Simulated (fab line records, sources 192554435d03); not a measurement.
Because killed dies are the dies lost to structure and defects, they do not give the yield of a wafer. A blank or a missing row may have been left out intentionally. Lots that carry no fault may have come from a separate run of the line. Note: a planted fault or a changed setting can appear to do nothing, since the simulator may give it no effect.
Chamber matching || flow n5_finfet || N5_BEOL_M11_ETCH_65 on rie_diel-02 has 4 sister chambers
The step etches SiARC in CF4, target depth 39 nm, time 65 s. 30 wafers are shown with their chamber, then 12 later ones without.

== WAFERS, EACH WITH ITS CHAMBER ==
{"wafer": "L074.1", "chamber": 2, "showerhead_plenum_p_Torr (Torr)": 2.22, "drypump_motor_current_A (A)": 6.0, "throttle_valve_pct (%)": 15.77}
{"wafer": "L074.3", "chamber": 3, "showerhead_plenum_p_Torr (Torr)": 2.07, "drypump_motor_current_A (A)": 5.8, "throttle_valve_pct (%)": 15.97}
{"wafer": "L074.5", "chamber": 3, "showerhead_plenum_p_Torr (Torr)": 2.07, "drypump_motor_current_A (A)": 5.8, "throttle_valve_pct (%)": 15.98}
{"wafer": "L079.1", "chamber": 0, "showerhead_plenum_p_Torr (Torr)": 2.09, "drypump_motor_current_A (A)": 5.6, "throttle_valve_pct (%)": 15.45}
{"wafer": "L079.3", "chamber": 2, "showerhead_plenum_p_Torr (Torr)": 2.22, "drypump_motor_current_A (A)": 6.1, "throttle_valve_pct (%)": 15.79}
{"wafer": "L079.5", "chamber": 0, "showerhead_plenum_p_Torr (Torr)": 2.09, "drypump_motor_current_A (A)": 5.6, "throttle_valve_pct (%)": 15.45}
{"wafer": "L077.2", "chamber": 3, "showerhead_plenum_p_Torr (Torr)": 2.07, "drypump_motor_current_A (A)": 5.8, "throttle_valve_pct (%)": 15.99}
{"wafer": "L077.5", "chamber": 1, "showerhead_plenum_p_Torr (Torr)": 2.18, "drypump_motor_current_A (A)": 6.3, "throttle_valve_pct (%)": 15.34}
{"wafer": "L077.6", "chamber": 0, "showerhead_plenum_p_Torr (Torr)": 2.09, "drypump_motor_current_A (A)": 5.6, "throttle_valve_pct (%)": 15.44}
{"wafer": "L078.1", "chamber": 0, "showerhead_plenum_p_Torr (Torr)": 2.09, "drypump_motor_current_A (A)": 5.6, "throttle_valve_pct (%)": 15.46}
{"wafer": "L078.2", "chamber": 1, "showerhead_plenum_p_Torr (Torr)": 2.18, "drypump_motor_current_A (A)": 6.3, "throttle_valve_pct (%)": 15.36}
{"wafer": "L078.3", "chamber": 3, "showerhead_plenum_p_Torr (Torr)": 2.07, "drypump_motor_current_A (A)": 5.8, "throttle_valve_pct (%)": 16.00}
{"wafer": "L078.4", "chamber": 2, "showerhead_plenum_p_Torr (Torr)": 2.22, "drypump_motor_current_A (A)": 6.0, "throttle_valve_pct (%)": 15.78}
{"wafer": "L078.5", "chamber": 2, "showerhead_plenum_p_Torr (Torr)": 2.22, "drypump_motor_current_A (A)": 6.0, "throttle_valve_pct (%)": 15.77}
{"wafer": "L078.6", "chamber": 3, "showerhead_plenum_p_Torr (Torr)": 2.07, "drypump_motor_current_A (A)": 5.8, "throttle_valve_pct (%)": 16.01}
{"wafer": "L080.1", "chamber": 0, "showerhead_plenum_p_Torr (Torr)": 2.09, "drypump_motor_current_A (A)": 5.6, "throttle_valve_pct (%)": 15.47}
{"wafer": "L080.3", "chamber": 2, "showerhead_plenum_p_Torr (Torr)": 2.22, "drypump_motor_current_A (A)": 6.0, "throttle_valve_pct (%)": 15.79}
{"wafer": "L080.5", "chamber": 3, "showerhead_plenum_p_Torr (Torr)": 2.07, "drypump_motor_current_A (A)": 5.8, "throttle_valve_pct (%)": 16.00}
{"wafer": "L082.2", "chamber": 0, "showerhead_plenum_p_Torr (Torr)": 2.09, "drypump_motor_current_A (A)": 5.6, "throttle_valve_pct (%)": 15.47}
{"wafer": "L082.3", "chamber": 3, "showerhead_plenum_p_Torr (Torr)": 2.07, "drypump_motor_current_A (A)": 5.8, "throttle_valve_pct (%)": 16.01}
{"wafer": "L082.5", "chamber": 2, "showerhead_plenum_p_Torr (Torr)": 2.21, "drypump_motor_current_A (A)": 6.0, "throttle_valve_pct (%)": 15.81}
{"wafer": "L083.3", "chamber": 1, "showerhead_plenum_p_Torr (Torr)": 2.17, "drypump_motor_current_A (A)": 6.3, "throttle_valve_pct (%)": 15.39}
{"wafer": "L083.4", "chamber": 2, "showerhead_plenum_p_Torr (Torr)": 2.21, "drypump_motor_current_A (A)": 6.0, "throttle_valve_pct (%)": 15.82}
{"wafer": "L083.5", "chamber": 1, "showerhead_plenum_p_Torr (Torr)": 2.17, "drypump_motor_current_A (A)": 6.3, "throttle_valve_pct (%)": 15.38}
{"wafer": "L088.1", "chamber": 3, "showerhead_plenum_p_Torr (Torr)": 2.06, "drypump_motor_current_A (A)": 5.8, "throttle_valve_pct (%)": 16.04}
{"wafer": "L088.2", "chamber": 1, "showerhead_plenum_p_Torr (Torr)": 2.17, "drypump_motor_current_A (A)": 6.4, "throttle_valve_pct (%)": 15.40}
{"wafer": "L088.4", "chamber": 2, "showerhead_plenum_p_Torr (Torr)": 2.21, "drypump_motor_current_A (A)": 6.1, "throttle_valve_pct (%)": 15.83}
{"wafer": "L093.1", "chamber": 0, "showerhead_plenum_p_Torr (Torr)": 2.08, "drypump_motor_current_A (A)": 5.6, "throttle_valve_pct (%)": 15.53}
{"wafer": "L093.2", "chamber": 1, "showerhead_plenum_p_Torr (Torr)": 2.17, "drypump_motor_current_A (A)": 6.3, "throttle_valve_pct (%)": 15.41}
{"wafer": "L093.3", "chamber": 2, "showerhead_plenum_p_Torr (Torr)": 2.21, "drypump_motor_current_A (A)": 6.0, "throttle_valve_pct (%)": 15.84}

SIGNATURES, as means of the wafers listed above
{"reading": "showerhead_plenum_p_Torr", "chamber 0": 2.0886, "chamber 1": 2.1733, "chamber 2": 2.2156, "chamber 3": 2.0687, "scatter within a chamber": 0.00451}
{"reading": "drypump_motor_current_A", "chamber 0": 5.600, "chamber 1": 6.317, "chamber 2": 6.022, "chamber 3": 5.800, "scatter within a chamber": 0.0303}
{"reading": "throttle_valve_pct", "chamber 0": 15.4671, "chamber 1": 15.3800, "chamber 2": 15.8000, "chamber 3": 16.0000, "scatter within a chamber": 0.0258}
Rule: a wafer's distance from a chamber is the root of the sum, over the readings, of the square of ((its reading less the chamber's mean) divided by the reading's scatter). If the next closest chamber is less than 2 further off than the closest, the wafer can't be placed; otherwise it belongs to the closest. The scatter: take each reading less its chamber's mean, square it, sum over the shown wafers, divide by the number of wafers less the number of chambers, and take the root.

== WAFERS WITH NO CHAMBER GIVEN ==
{"wafer": "L093.4", "showerhead_plenum_p_Torr (Torr)": 2.06, "drypump_motor_current_A (A)": 5.8, "throttle_valve_pct (%)": 16.06}
{"wafer": "L093.5", "showerhead_plenum_p_Torr (Torr)": 2.21, "drypump_motor_current_A (A)": 6.1, "throttle_valve_pct (%)": 15.84}
{"wafer": "L093.6", "showerhead_plenum_p_Torr (Torr)": 2.17, "drypump_motor_current_A (A)": 6.3, "throttle_valve_pct (%)": 15.41}
{"wafer": "L095.4", "showerhead_plenum_p_Torr (Torr)": 2.17, "drypump_motor_current_A (A)": 6.3, "throttle_valve_pct (%)": 15.41}
{"wafer": "L095.5", "showerhead_plenum_p_Torr (Torr)": 2.17, "drypump_motor_current_A (A)": 6.3, "throttle_valve_pct (%)": 15.42}
{"wafer": "L095.6", "showerhead_plenum_p_Torr (Torr)": 2.20, "drypump_motor_current_A (A)": 6.0, "throttle_valve_pct (%)": 15.88}
{"wafer": "L096.1", "showerhead_plenum_p_Torr (Torr)": 2.17, "drypump_motor_current_A (A)": 6.3, "throttle_valve_pct (%)": 15.44}
{"wafer": "L096.2", "showerhead_plenum_p_Torr (Torr)": 2.07, "drypump_motor_current_A (A)": 5.6, "throttle_valve_pct (%)": 15.54}
{"wafer": "L096.3", "showerhead_plenum_p_Torr (Torr)": 2.20, "drypump_motor_current_A (A)": 6.0, "throttle_valve_pct (%)": 15.86}
{"wafer": "L096.4", "showerhead_plenum_p_Torr (Torr)": 2.06, "drypump_motor_current_A (A)": 5.8, "throttle_valve_pct (%)": 16.07}
{"wafer": "L096.5", "showerhead_plenum_p_Torr (Torr)": 2.06, "drypump_motor_current_A (A)": 5.8, "throttle_valve_pct (%)": 16.09}
{"wafer": "L096.6", "showerhead_plenum_p_Torr (Torr)": 2.07, "drypump_motor_current_A (A)": 5.7, "throttle_valve_pct (%)": 15.56}

== THE CHAMBER EACH PASSED THROUGH ==
{"wafer": "L093.4", "from the rows above": 3, "in truth": 3}
{"wafer": "L093.5", "from the rows above": 2, "in truth": 2}
{"wafer": "L093.6", "from the rows above": 1, "in truth": 1}
{"wafer": "L095.4", "from the rows above": 1, "in truth": 1}
{"wafer": "L095.5", "from the rows above": 1, "in truth": 1}
{"wafer": "L095.6", "from the rows above": 2, "in truth": 2}
{"wafer": "L096.1", "from the rows above": 1, "in truth": 1}
{"wafer": "L096.2", "from the rows above": 0, "in truth": 0}
{"wafer": "L096.3", "from the rows above": 2, "in truth": 2}
{"wafer": "L096.4", "from the rows above": 3, "in truth": 3}
{"wafer": "L096.5", "from the rows above": 3, "in truth": 3}
{"wafer": "L096.6", "from the rows above": 0, "in truth": 0}
12 of 12 placed correctly. Left unplaced by these rows: 0. 0 placed wrongly.
